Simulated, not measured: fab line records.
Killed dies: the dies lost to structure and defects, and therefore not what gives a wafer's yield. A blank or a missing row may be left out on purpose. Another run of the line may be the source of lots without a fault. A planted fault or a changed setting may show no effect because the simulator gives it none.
Which tool did it? | flow n5_finfet | 72 wafers from 24 lots sampled at 6 of the route's 1938 steps

## WHAT THE GAUGES SHOWED, per wafer
No reading from a measuring or inspecting step in the record can be judged against a usual standard deviation.

## TOOL THAT RAN EACH LOT (tool first, then ch and the chambers of the sampled wafers, then the start)
lot  | N5_BEOL_M1_ALD_98                 | N5_BEOL_M1_ETCH_41                            | N5_BEOL_M1_DEGAS_44          | N5_BEOL_M1_ANNEAL_87         | N5_BEOL_M1_ANNEAL_89         | N5_BEOL_M1_SPUTTER_90
L074 | ald_sin-04 ch 0,1,3, day 6 01:41  | rie_diel-05 ch 1,2,3, day 6 04:10 or earlier  | pvd_sputter-03, day 6 04:10  | pvd_sputter-03, day 6 06:54  | pvd_sputter-03, day 6 07:07  | pvd_sputter-03, day 6 07:16
L075 | ald_sin-01 ch 1,2,3, day 6 15:29  | rie_diel-02 ch 0,2, day 6 20:44 or earlier    | pvd_sputter-03, day 6 20:44  | pvd_sputter-01, day 6 22:13  | pvd_sputter-01, day 6 22:26  | pvd_sputter-01, day 6 22:34
L076 | ald_sin-01 ch 0,1,3, day 6 18:57  | rie_diel-05 ch 0,1,2, day 6 20:47 or earlier  | pvd_sputter-01, day 6 20:47  | pvd_sputter-03, day 6 22:26  | pvd_sputter-03, day 6 22:39  | pvd_sputter-03, day 6 22:47
L077 | ald_sin-01 ch 0,1,2, day 7 01:08  | rie_diel-02 ch 0,1, day 7 03:07 or earlier    | pvd_sputter-02, day 7 03:07  | pvd_sputter-01, day 7 04:31  | pvd_sputter-01, day 7 04:44  | pvd_sputter-01, day 7 04:53
L078 | ald_sin-01 ch 1,2, day 7 03:37    | rie_diel-02 ch 0,1,2, day 7 09:13 or earlier  | pvd_sputter-02, day 7 09:13  | pvd_sputter-03, day 7 10:55  | pvd_sputter-03, day 7 11:08  | pvd_sputter-03, day 7 11:17
L079 | ald_sin-01 ch 0,3, day 7 08:31    | rie_diel-02 ch 0,2, day 7 12:28 or earlier    | pvd_sputter-03, day 7 12:28  | pvd_sputter-02, day 7 15:28  | pvd_sputter-02, day 7 15:41  | pvd_sputter-02, day 7 15:49
L080 | ald_sin-04 ch 0,1,3, day 7 14:29  | rie_diel-06 ch 0,1,3, day 7 17:41 or earlier  | pvd_sputter-02, day 7 17:41  | pvd_sputter-01, day 7 20:34  | pvd_sputter-01, day 7 20:47  | pvd_sputter-01, day 7 20:56
L081 | ald_sin-01 ch 0,1,2, day 7 21:32  | rie_diel-06 ch 0,1,2, day 8 01:31 or earlier  | pvd_sputter-02, day 8 01:31  | pvd_sputter-01, day 8 02:49  | pvd_sputter-01, day 8 03:02  | pvd_sputter-01, day 8 03:10
L082 | ald_sin-02 ch 0,3, day 8 03:01    | rie_diel-05 ch 0,3, day 8 04:11 or earlier    | pvd_sputter-01, day 8 04:11  | pvd_sputter-03, day 8 05:34  | pvd_sputter-03, day 8 05:47  | pvd_sputter-03, day 8 05:56
L083 | ald_sin-04 ch 0,2,3, day 8 10:21  | rie_diel-05 ch 0,3, day 8 11:07 or earlier    | pvd_sputter-01, day 8 11:07  | pvd_sputter-01, day 8 12:28  | pvd_sputter-01, day 8 12:41  | pvd_sputter-01, day 8 12:49
L084 | ald_sin-04 ch 2,3, day 8 16:07    | rie_diel-02 ch 1,2, day 8 16:59 or earlier    | pvd_sputter-03, day 8 16:59  | pvd_sputter-01, day 8 18:23  | pvd_sputter-01, day 8 18:37  | pvd_sputter-01, day 8 18:45
L085 | ald_sin-02 ch 2,3, day 9 03:38    | rie_diel-06 ch 0,1,2, day 9 04:48 or earlier  | pvd_sputter-01, day 9 04:48  | pvd_sputter-02, day 9 06:14  | pvd_sputter-02, day 9 06:27  | pvd_sputter-02, day 9 06:35
L086 | ald_sin-02 ch 0,1,2, day 9 07:32  | rie_diel-05 ch 0,1, day 9 08:49 or earlier    | pvd_sputter-01, day 9 08:49  | pvd_sputter-02, day 9 10:17  | pvd_sputter-02, day 9 10:31  | pvd_sputter-02, day 9 10:39
L087 | ald_sin-01 ch 0,2, day 9 09:56    | rie_diel-06 ch 0,3, day 9 11:47 or earlier    | pvd_sputter-03, day 9 11:47  | pvd_sputter-03, day 9 13:25  | pvd_sputter-03, day 9 13:38  | pvd_sputter-03, day 9 13:47
L088 | ald_sin-02 ch 0,1,3, day 9 16:40  | rie_diel-02 ch 0,1,2, day 9 20:20 or earlier  | pvd_sputter-03, day 9 20:20  | pvd_sputter-01, day 9 21:49  | pvd_sputter-01, day 9 22:02  | pvd_sputter-01, day 9 22:10
L089 | ald_sin-02 ch 1,2, day 9 22:31    | rie_diel-05 ch 1,2, day 9 23:59 or earlier    | pvd_sputter-03, day 9 23:59  | pvd_sputter-02, day 10 01:34 | pvd_sputter-02, day 10 01:47 | pvd_sputter-02, day 10 01:55
L090 | ald_sin-04 ch 1,2,3, day 10 06:58 | rie_diel-02 ch 1,2,3, day 10 07:42 or earlier | pvd_sputter-03, day 10 07:42 | pvd_sputter-03, day 10 10:37 | pvd_sputter-03, day 10 10:50 | pvd_sputter-03, day 10 10:59
L091 | ald_sin-04 ch 0,3, day 10 08:25   | rie_diel-02 ch 0,1,3, day 10 11:41 or earlier | pvd_sputter-01, day 10 11:41 | pvd_sputter-03, day 10 13:10 | pvd_sputter-03, day 10 13:23 | pvd_sputter-03, day 10 13:32
L092 | ald_sin-01 ch 0,1,2, day 10 12:49 | rie_diel-05 ch 0,1,3, day 10 15:23 or earlier | pvd_sputter-02, day 10 15:23 | pvd_sputter-02, day 10 17:00 | pvd_sputter-02, day 10 17:13 | pvd_sputter-02, day 10 17:22
L093 | ald_sin-02 ch 0,1,2, day 10 20:21 | rie_diel-06 ch 0,1,3, day 10 22:08 or earlier | pvd_sputter-01, day 10 22:08 | pvd_sputter-01, day 10 23:37 | pvd_sputter-01, day 10 23:50 | pvd_sputter-01, day 10 23:58
L094 | ald_sin-01 ch 0,1,2, day 11 10:32 | rie_diel-02 ch 1,3, day 11 11:23 or earlier   | pvd_sputter-03, day 11 11:23 | pvd_sputter-03, day 11 12:46 | pvd_sputter-03, day 11 12:59 | pvd_sputter-03, day 11 13:08
L095 | ald_sin-01 ch 0,2, day 11 10:38   | rie_diel-02 ch 0,2,3, day 11 11:37 or earlier | pvd_sputter-03, day 11 11:37 | pvd_sputter-02, day 11 13:45 | pvd_sputter-02, day 11 13:58 | pvd_sputter-02, day 11 14:07
L097 | ald_sin-02 ch 0,1,3, day 11 21:17 | rie_diel-02 ch 0,2,3, day 11 22:56 or earlier | pvd_sputter-02, day 11 22:56 | pvd_sputter-03, day 12 00:25 | pvd_sputter-03, day 12 00:38 | pvd_sputter-03, day 12 00:47
L096 | ald_sin-02 ch 0,2,3, day 11 21:34 | rie_diel-05 ch 2,3, day 11 23:22 or earlier   | pvd_sputter-03, day 11 23:22 | pvd_sputter-02, day 12 00:48 | pvd_sputter-02, day 12 01:01 | pvd_sputter-02, day 12 01:10
- N5_BEOL_M1_ALD_98: deposits SiO2, target thk 2.5 nm, pulse time 1 s, co reactant pulse time 1 s.
- N5_BEOL_M1_ETCH_41: etches SiCN in CH3F/O2, target depth 31.9 nm, time 57.8 s.
- N5_BEOL_M1_DEGAS_44: time 60 s.
- N5_BEOL_M1_ANNEAL_87: time 240 s.
- N5_BEOL_M1_ANNEAL_89: time 240 s.
- N5_BEOL_M1_SPUTTER_90: material Cu, target thk 4.5 nm, time 8.29 s.

## AS READ BY THE TOOLS THEMSELVES (means over the sampled wafers that have a number; for cases with no such wafer, the mark the record gives instead)
N5_BEOL_M1_ALD_98.
lot  | tool       | chamber_pressure_Torr (Torr) | heater_power_w (W) | precursor_pulse_height_rel | susceptor_temp_C (C)
L074 | ald_sin-04 | 2.002                        | 76                 | 0.983                      | 100.00
L075 | ald_sin-01 | 1.997                        | 74                 | 1.000                      | 100.05
L076 | ald_sin-01 | 1.999                        | 76                 | 0.983                      | 99.95
L077 | ald_sin-01 | 2.002                        | 79                 | 1.010                      | 100.05
L078 | ald_sin-01 | 1.999                        | 78                 | 1.011                      | 100.01
L079 | ald_sin-01 | 2.001                        | 85                 | 0.989                      | 99.84
L080 | ald_sin-04 | 2.000                        | 77                 | 1.022                      | 100.11
L081 | ald_sin-01 | 1.999                        | 80                 | 0.980                      | 99.87
L082 | ald_sin-02 | 2.004                        | 71                 | 0.988                      | 100.03
L083 | ald_sin-04 | 2.002                        | 79                 | 1.007                      | 99.76
L084 | ald_sin-04 | 1.999                        | 80                 | 1.004                      | 100.06
L085 | ald_sin-02 | 2.000                        | 67                 | 0.989                      | 100.13
L086 | ald_sin-02 | 1.996                        | 77                 | 0.987                      | 99.99
L087 | ald_sin-01 | 2.004                        | 83                 | 1.007                      | 99.97
L088 | ald_sin-02 | 2.003                        | 73                 | 1.003                      | 99.93
L089 | ald_sin-02 | 2.001                        | 77                 | 1.002                      | 99.99
L090 | ald_sin-04 | 2.000                        | 78                 | 1.010                      | 99.94
L091 | ald_sin-04 | 2.001                        | 78                 | 1.000                      | 99.91
L092 | ald_sin-01 | 1.999                        | 80                 | 0.994                      | 99.81
L093 | ald_sin-02 | 2.003                        | 77                 | 0.992                      | 100.07
L094 | ald_sin-01 | 1.996                        | 81                 | 1.010                      | 99.92
L095 | ald_sin-01 | 2.004                        | 88                 | 1.004                      | 100.05
L097 | ald_sin-02 | 1.998                        | 74                 | 1.002                      | 99.98
L096 | ald_sin-02 | 2.001                        | 70                 | 0.992                      | 100.03

N5_BEOL_M1_ETCH_41.
lot  | tool        | CH3F_flow_sccm (sccm) | drypump_motor_current_A (A) | oes_product_au (a.u.) | rf_fwd_power_W (W) | rf_vpp_V (V) | showerhead_plenum_p_Torr (Torr) | throttle_valve_pct (%)
L074 | rie_diel-05 | 29.86                 | 5.4                         | 0.88                  | 390.9              | 298.5        | 2.07                            | 16.17
L075 | rie_diel-02 | 29.99                 | 5.3                         | 0.74                  | 390.9              | 296.9        | 2.00                            | 16.38
L076 | rie_diel-05 | 30.00                 | 5.7                         | 0.88                  | 391.4              | 298.6        | 2.07                            | 16.19
L077 | rie_diel-02 | 29.93                 | 5.7                         | 0.77                  | 390.8              | 296.7        | 1.96                            | 16.17
L078 | rie_diel-02 | 30.00                 | 5.6                         | 0.75                  | 391.9              | 296.7        | 1.97                            | 16.29
L079 | rie_diel-02 | 29.90                 | 5.3                         | 0.73                  | 391.0              | 296.8        | 2.00                            | 16.38
L080 | rie_diel-06 | 30.08                 | 5.4                         | 0.81                  | 392.4              | 295.8        | 1.95                            | 16.15
L081 | rie_diel-06 | 30.10                 | 5.2                         | 0.81                  | 391.0              | 299.1        | 2.04                            | 16.19
L082 | rie_diel-05 | 29.99                 | 5.7                         | 0.83                  | 390.0              | 298.4        | 2.02                            | 16.16
L083 | rie_diel-05 | 30.03                 | 5.7                         | 0.84                  | 390.4              | 298.8        | 2.02                            | 16.17
L084 | rie_diel-02 | 30.08                 | 6.0                         | 0.75                  | 392.5              | 295.3        | 1.94                            | 16.22
L085 | rie_diel-06 | 30.04                 | 5.3                         | 0.81                  | 391.1              | 298.7        | 2.04                            | 16.21
L086 | rie_diel-05 | 30.02                 | 5.9                         | 0.84                  | 391.2              | 297.9        | 2.03                            | 16.25
L087 | rie_diel-06 | 29.96                 | 5.8                         | 0.83                  | 390.9              | 295.3        | 1.91                            | 16.04
L088 | rie_diel-02 | 29.94                 | 5.6                         | 0.73                  | 391.2              | 296.7        | 1.97                            | 16.32
L089 | rie_diel-05 | 29.95                 | 5.6                         | 0.85                  | 390.9              | 298.3        | 2.07                            | 16.28
L090 | rie_diel-02 | 30.05                 | 5.8                         | 0.73                  | 390.8              | 297.5        | 1.99                            | 16.30
L091 | rie_diel-02 | 30.06                 | 5.5                         | 0.74                  | 392.7              | 297.7        | 2.00                            | 16.29
L092 | rie_diel-05 | 29.98                 | 5.7                         | 0.83                  | 389.7              | 297.2        | 2.03                            | 16.26
L093 | rie_diel-06 | 29.99                 | 5.4                         | 0.79                  | 390.7              | 296.4        | 1.95                            | 16.20
L094 | rie_diel-02 | 30.06                 | 5.6                         | 0.73                  | 390.8              | 297.7        | 2.02                            | 16.27
L095 | rie_diel-02 | 29.99                 | 5.5                         | 0.72                  | 390.3              | 296.9        | 2.01                            | 16.41
L097 | rie_diel-02 | 29.96                 | 5.5                         | 0.71                  | 392.1              | 297.1        | 2.01                            | 16.42
L096 | rie_diel-05 | 30.03                 | 5.1                         | 0.81                  | 391.5              | 297.7        | 2.05                            | 16.18

N5_BEOL_M1_DEGAS_44.
lot  | tool           | heater_power_w (W) | susceptor_temp_C (C)
L074 | pvd_sputter-03 | 320                | 250.01
L075 | pvd_sputter-03 | 301                | 249.97
L076 | pvd_sputter-01 | 330                | 249.99
L077 | pvd_sputter-02 | 308                | 250.00
L078 | pvd_sputter-02 | 284                | 250.13
L079 | pvd_sputter-03 | 333                | 250.09
L080 | pvd_sputter-02 | 284                | 250.13
L081 | pvd_sputter-02 | 283                | 250.01
L082 | pvd_sputter-01 | 310                | 250.13
L083 | pvd_sputter-01 | 327                | 249.82
L084 | pvd_sputter-03 | 355                | 250.07
L085 | pvd_sputter-01 | 329                | 250.13
L086 | pvd_sputter-01 | 314                | 250.10
L087 | pvd_sputter-03 | 345                | 250.04
L088 | pvd_sputter-03 | 346                | 250.02
L089 | pvd_sputter-03 | 350                | 249.91
L090 | pvd_sputter-03 | 379                | 250.12
L091 | pvd_sputter-01 | 336                | 249.85
L092 | pvd_sputter-02 | 311                | 249.96
L093 | pvd_sputter-01 | 317                | 250.09
L094 | pvd_sputter-03 | 315                | 249.91
L095 | pvd_sputter-03 | 302                | 250.11
L097 | pvd_sputter-02 | 286                | 250.08
L096 | pvd_sputter-03 | 345                | 250.03

N5_BEOL_M1_ANNEAL_87.
lot  | tool           | heater_power_w (W) | susceptor_temp_C (C)
L074 | pvd_sputter-03 | 887                | 399.76
L075 | pvd_sputter-01 | 818                | 399.89
L076 | pvd_sputter-03 | 852                | 400.34
L077 | pvd_sputter-01 | 822                | 399.80
L078 | pvd_sputter-03 | 751                | 400.15
L079 | pvd_sputter-02 | 721                | 400.03
L080 | pvd_sputter-01 | 801                | 399.92
L081 | pvd_sputter-01 | 831                | 400.07
L082 | pvd_sputter-03 | 794                | 400.09
L083 | pvd_sputter-01 | 844                | 399.96
L084 | pvd_sputter-01 | 737                | 399.95
L085 | pvd_sputter-02 | 718                | 400.01
L086 | pvd_sputter-02 | 705                | 400.00
L087 | pvd_sputter-03 | 793                | 399.98
L088 | pvd_sputter-01 | 872                | 399.94
L089 | pvd_sputter-02 | 705                | 400.09
L090 | pvd_sputter-03 | 901                | 399.88
L091 | pvd_sputter-03 | 760                | 400.28
L092 | pvd_sputter-02 | 722                | 400.02
L093 | pvd_sputter-01 | 782                | 400.00
L094 | pvd_sputter-03 | 845                | 400.06
L095 | pvd_sputter-02 | 760                | 399.98
L097 | pvd_sputter-03 | 854                | 400.02
L096 | pvd_sputter-02 | 821                | 400.02

N5_BEOL_M1_ANNEAL_89.
lot  | tool           | heater_power_w (W) | susceptor_temp_C (C)
L074 | pvd_sputter-03 | 898                | 399.93
L075 | pvd_sputter-01 | 815                | 399.92
L076 | pvd_sputter-03 | 856                | 400.04
L077 | pvd_sputter-01 | 830                | 399.94
L078 | pvd_sputter-03 | 756                | 400.16
L079 | pvd_sputter-02 | 716                | 399.89
L080 | pvd_sputter-01 | 796                | 400.04
L081 | pvd_sputter-01 | 820                | 399.85
L082 | pvd_sputter-03 | 789                | 399.92
L083 | pvd_sputter-01 | 854                | 399.85
L084 | pvd_sputter-01 | 739                | 400.21
L085 | pvd_sputter-02 | 718                | 400.05
L086 | pvd_sputter-02 | 724                | 400.24
L087 | pvd_sputter-03 | 777                | 399.84
L088 | pvd_sputter-01 | 888                | 400.05
L089 | pvd_sputter-02 | 724                | 399.92
L090 | pvd_sputter-03 | 882                | 400.12
L091 | pvd_sputter-03 | 753                | 400.08
L092 | pvd_sputter-02 | 712                | 399.90
L093 | pvd_sputter-01 | 795                | 400.05
L094 | pvd_sputter-03 | 855                | 400.16
L095 | pvd_sputter-02 | 766                | 399.93
L097 | pvd_sputter-03 | 855                | 400.21
L096 | pvd_sputter-02 | 831                | 399.90

N5_BEOL_M1_SPUTTER_90.
lot  | tool           | susceptor_temp_C (C) | throttle_valve_pct (%)
L074 | pvd_sputter-03 | -20.05               | 29.0
L075 | pvd_sputter-01 | -20.01               | 29.2
L076 | pvd_sputter-03 | -19.95               | 29.3
L077 | pvd_sputter-01 | -20.02               | 29.6
L078 | pvd_sputter-03 | -20.05               | 30.3
L079 | pvd_sputter-02 | -20.05               | 30.3
L080 | pvd_sputter-01 | -20.05               | 30.3
L081 | pvd_sputter-01 | -20.09               | 29.3
L082 | pvd_sputter-03 | -19.99               | 29.9
L083 | pvd_sputter-01 | -20.02               | 30.2
L084 | pvd_sputter-01 | -19.90               | 30.6
L085 | pvd_sputter-02 | -20.02               | 30.3
L086 | pvd_sputter-02 | -20.00               | 29.8
L087 | pvd_sputter-03 | -19.95               | 29.5
L088 | pvd_sputter-01 | -19.94               | 29.6
L089 | pvd_sputter-02 | -20.02               | 29.7
L090 | pvd_sputter-03 | -19.99               | 29.0
L091 | pvd_sputter-03 | -20.00               | 29.8
L092 | pvd_sputter-02 | -19.96               | 29.2
L093 | pvd_sputter-01 | -19.97               | 30.2
L094 | pvd_sputter-03 | -20.06               | 29.3
L095 | pvd_sputter-02 | -20.05               | 29.3
L097 | pvd_sputter-03 | -20.07               | 29.4
L096 | pvd_sputter-02 | -20.08               | 29.8

## THE ANSWER, worked out from the rows above alone
Rule: the usual values come from the lots themselves. The widest of any qualifying gaps counts: lots, ordered by their means at a reading, are off when they make up no more than a third of the lots, leave a main group of 4 or more, and stand apart from it by 3 or more times the standard deviation of that group's means. A main group whose means are all the same, to the digits that the tables above print for the reading, isn't used. Also off: a lot with no number at a reading for which 4 or more lots have one. Where the step has rows for the other lots, those lots are counted as sound. After the gauges, taken in route order, come the tools' own readings; for these a lot's mean is taken, as printed above. At the first step where some lot is off, the reading lying furthest off is the one used; lots without a number count as furthest.
Nothing can be told from this: no lot is off at any reading shown.

## WHAT THE SIMULATOR HAD INSERTED
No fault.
